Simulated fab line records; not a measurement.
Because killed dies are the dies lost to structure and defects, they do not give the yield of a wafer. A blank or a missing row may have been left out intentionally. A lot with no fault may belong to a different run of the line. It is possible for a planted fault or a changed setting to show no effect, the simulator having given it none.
8D (eight disciplines) problem report, filled in by code / flow nand-harc / the parts of the form that need people (team, actions taken, sign-off) are left out

1. WHAT IS WRONG
Mean of rf-fwd-power-W at NHARC_A_M0_DEP_00: 503.3 W over 3 wafers from 1 lot, against 599.0 W (standard deviation 2) on wafers with no fault. Relative to the usual mean, that is a shift of -48 standard deviations.
The step: deposits SiOC, target thk 150 nm.
Earliest sighting: wafer L634.3 on pecvd-02 at day 20 23:20. The record has a number at this step for 33 wafers belonging to 11 lots. Rule for "out", or "out of limits": more than 4 standard deviations from the usual mean. All remaining wafers that have a number are taken as sound.

2. WHAT THIS IS AND IS NOT
question=which readings at this step | is=rf-fwd-power-W | is not=-
question=which lots | is=L634 | is not=L623, L624, L626, L627, L631, L632, L636, L638, L641, L642
question=which wafers of those lots | is=all that have a number | is not=-
question=read on which tools | is=pecvd-02 | is not=pecvd-01, pecvd-04
question=when | is=from day 20 23:20 | is not=up to then (18 sound wafers); but 12 sound wafers of L636, L638, L641, L642 came after

3. SUSPECTS, AND WHAT RULES EACH OUT
Counting: a tool at a process step up to the reading stays a suspect if it ran every lot that is out and no sound lot after the first of them.
- rie-diel-10 at NHARC_A_CONTACT_ETCH_92 (etches the open film in CH3F/O2, target depth 40 nm, time 85.7 s): ruled out as a lasting fault. After its first lot that is out, L634 (day 20 16:05), sound lots L642 ran on it.
- rie-diel-12 at NHARC_A_BLC_DESCUM_15 (chemistry O2, time 3 s): ruled out as a lasting fault. After its first lot that is out, L634 (day 20 19:50), sound lots L638, L641 ran on it.
- rie-diel-12 at NHARC_A_BLC_ETCH_18 (etches the open film in C4F8/O2/Ar, target depth 910 nm): ruled out as a lasting fault. After its first lot that is out, L634 (day 20 23:20), sound lots L638, L641 ran on it. NHARC_A_BLC_ETCH_18: start missing for some lots; hours and lot order therefore follow NHARC_A_M0_DEP_00.
- pecvd-02 at NHARC_A_M0_DEP_00 (deposits SiOC, target thk 150 nm): kept. It ran the lot that is out, L634 (day 20 23:20), and no sound lot after that; its last sound lot up to then is L626 (day 18 22:46). Out on those wafers are its own readings of rf-fwd-power-W.
The count leaves pecvd-02 at NHARC_A_M0_DEP_00.

4. THE CAUSE (what the simulator had put in)
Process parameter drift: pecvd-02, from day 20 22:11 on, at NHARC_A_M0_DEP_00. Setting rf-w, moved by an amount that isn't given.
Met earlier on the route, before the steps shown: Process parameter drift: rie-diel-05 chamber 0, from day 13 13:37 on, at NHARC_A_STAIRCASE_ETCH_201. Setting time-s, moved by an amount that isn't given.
The count eliminated every tool but this one.

5. THE EFFECT CHAIN, in route order
One row per reading whose mean, taken over the struck wafers that have a number, lies over 3 standard deviations from the usual. Only readings whose record carries a usual standard deviation are examined. hours: median over the lots of the time between each lot's start at the first step of this table that gives one and its start at this step. sigmas: the change, counted in usual standard deviations.
hours=0; step=NHARC_A_M0_DEP_00; reading=rf-fwd-power-W; usual=599.0 W; on struck wafers=503.3; change=-95.7; sigmas=-48
Process steps it contains:
- NHARC_A_M0_DEP_00: deposits SiOC, target thk 150 nm.

6. HOW IT WOULD HAVE BEEN CAUGHT EARLIER
In this record the first reading out of limits was taken at day 20 23:20, 1 hour after the fault began at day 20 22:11.
